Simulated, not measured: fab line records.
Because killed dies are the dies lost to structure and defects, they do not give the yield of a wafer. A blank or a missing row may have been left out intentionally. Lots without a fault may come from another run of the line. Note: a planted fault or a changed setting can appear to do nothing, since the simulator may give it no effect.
Matching of chambers ; flow nand harc ; NHARC_P_M1_DEP_33 on pecvd-04: 3 sister chambers
The step deposits SiCN, target thk 30 nm. 3 wafers are shown with their chamber, then 7 later ones without.

## EACH WAFER AND ITS CHAMBER
wafer;chamber;heater power w (W)
L608.3;0;541
L609.1;1;532
L609.2;2;629

## WAFERS WITHOUT THEIR CHAMBER
wafer;heater power w (W)
L609.5;638
L610.1;508
L610.3;558
L610.5;608
L611.2;602
L611.3;542
L611.6;554

## WHICH CHAMBER EACH ONE RAN IN
wafer;from the rows above;in truth
L609.5;2;2
L610.1;can't be placed: 1 or 0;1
L610.3;can't be placed: 0 or 1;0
L610.5;2;2
L611.2;can't be placed: 2 or 0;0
L611.3;can't be placed: 0 or 1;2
L611.6;can't be placed: 0 or 1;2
Correctly placed: 2 of 7. These rows do not allow placing 5 (true chamber among the candidates in 3). 0 placed wrongly.
How it was worked out, from the rows above alone: a wafer's distance from a chamber is the root of the sum, over the readings, of the square of ((its reading less the chamber's mean) divided by the reading's scatter). The wafer belongs to the nearest chamber; if the next one is less than 2 further off, it can't be placed. The mean given for a chamber averages the wafers shown for that chamber. The scatter: root of mean squared gap, hidden wafer to nearest shown wafer, with one shown wafer a chamber.
